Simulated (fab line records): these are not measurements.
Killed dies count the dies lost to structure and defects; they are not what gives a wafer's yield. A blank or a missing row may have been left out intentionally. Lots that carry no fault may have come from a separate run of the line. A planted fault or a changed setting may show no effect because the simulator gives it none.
Struck lot and sound lot, side by side :: flow nand-harc :: 21 out of 1159 route steps
Sound: the wafers L307.2, L307.5, L307.6. The struck wafers were L314.4, L314.5, L314.6. The cause comes at the end.
Per side, at each step with rows, come the tool, then ch with its chambers, and then its first start. Under that, the readings that differ: sound wafers :: struck wafers :: difference of the means :: sigmas: that difference in standard deviations of wafers without a fault.
alike: a reading whose means differ by less than 2 such deviations, as well as words and numbers matching on both sides. not compared: withheld readings; readings where some wafer has no value; bounds like >300 that might hide an equal value; numbers whose values overlap and for which the record gives no deviation.
The two part at a step that has a row with sigmas, a row that says differs or no value, or rows on one side only. When numbers do not overlap yet have no deviation, they are printed without sigmas and do not part them. Lack of a reading on every wafer of one side parts them only where that side has two or more wafers.

NHARC_A_BLC_CMP_25: polishes, t overpolish 30 s, target thk 150 nm.
  sound on cmp-01 ch 0,1,3, day 17 17:59; struck on cmp-01 ch 0,1,3, day 20 06:32
  alike: edge-zone-pressure-frac, motor-current-A, overpolish-run-s, time-to-endpoint-s
next, for these wafers, 1 step has no rows: NHARC_A_BLC_SRD_27.
NHARC_A_BLC_INSPECT_28:
  sound on defect-inspect-01, day 17 18:21; struck on defect-inspect-02, day 20 06:53
  alike: raw-defect-count
then, 8 steps without rows for these wafers: NHARC_A_M0_DEP_00 (deposits SiOC, target thk 150 nm); NHARC_A_M0_DEHYDRATE_01 (time 120 s); NHARC_A_M0_HMDS_02 (time 30 s); NHARC_A_M0_COAT_33 (time 65 s); NHARC_A_M0_COAT_03 (resist thk 90 nm); NHARC_A_M0_SOFTBAKE_04 (time 55 s); NHARC_A_M0_EBR_05; NHARC_A_M0_EXPOSE_06 (exposes mask A M0, target cd 80 nm).
NHARC_A_M0_PEB_07: peb time 65 s.
  sound on litho-track-01 ch 0, day 17 19:11; struck on litho-track-06 ch 0, day 20 07:42
then, 1 step without rows for these wafers: NHARC_A_M0_DEVELOP_08 (develop time 35 s).
NHARC_A_M0_CD_MEAS_09: target cd 80 nm.
  sound on cd-sem-01 ch 0, day 17 19:16; struck on cd-sem-01 ch 0, day 20 07:47
reading: cd-nm (nm)
sound: 79.0 79.5 77.8
struck: 86.1 85.4 85.2
difference: +6.8
sigmas: +9
NHARC_A_M0_OVL_MEAS_10: pitch 160 nm.
  sound on overlay-01, day 17 19:20; struck on overlay-01, day 20 07:52
  alike: overlay-x-nm, overlay-y-nm
NHARC_A_M0_INSPECT_11:
  sound on defect-inspect-01, day 17 19:23; struck on defect-inspect-01, day 20 07:55
  alike: raw-defect-count
NHARC_A_M0_DESCUM_14: chemistry O2, time 3 s.
  sound on rie-diel-11 ch 0,2,3, day 17 19:28; struck on rie-diel-09 ch 0,1,3, day 20 08:01
reading: model.A_M0.cd-nm (nm)
sound: 79.5 79.15 78.48
struck: 85.79 85.78 86.47
difference: +6.97
sigmas: 
  alike: drypump-motor-current-A, mfc-ar-sccm, oes-product-au, rf-vpp-V, showerhead-plenum-p-Torr, throttle-valve-pct
  not compared: rf-hours-counter-h
NHARC_A_M0_ETCH_34: etches the open film in N2/H2, target depth 40 nm, overetch 12 nm, time 43.94 s.
  sound on rie-diel-11 ch 1,2,3, day 17 19:32; struck on rie-diel-09 ch 0,1,3, day 20 08:06
  alike: drypump-motor-current-A, mfc-ar-sccm, oes-product-au, rf-fwd-power-W, rf-vpp-V, showerhead-plenum-p-Torr, throttle-valve-pct
  not compared: rf-hours-counter-h
NHARC_A_M0_ETCH_15: etches the open film in C4F8/Ar, target depth 150 nm, overetch 15 nm, time 82.5 s.
  sound on rie-diel-11 ch 0,2,3; struck on rie-diel-09 ch 0,1,3
reading: model.A_M0.cd-nm (nm)
sound: 78.91 79.32 77.9
struck: 85.96 86.27 86.68
difference: +7.59
sigmas: 
  alike: oes-product-au, rf-fwd-power-W, rf-vpp-V
  not compared: rf-hours-counter-h
NHARC_A_M0_CD_MEAS_16:
  sound on cd-sem-03, day 17 19:44; struck on cd-sem-03, day 20 08:46
reading: cd-nm (nm)
sound: 78.7 79.2 77.9
struck: 86.2 86.0 86.4
difference: +7.6
sigmas: +8
NHARC_END_SORT_01:
  at this point the record logs the struck wafers (prober-01 ch 0, day 22 04:05) and has no rows for the sound ones

== WHERE THEY PART ==
Earliest at NHARC_A_M0_CD_MEAS_09; latest, in this record, at NHARC_END_SORT_01.

WHY: what had been put in by the simulator
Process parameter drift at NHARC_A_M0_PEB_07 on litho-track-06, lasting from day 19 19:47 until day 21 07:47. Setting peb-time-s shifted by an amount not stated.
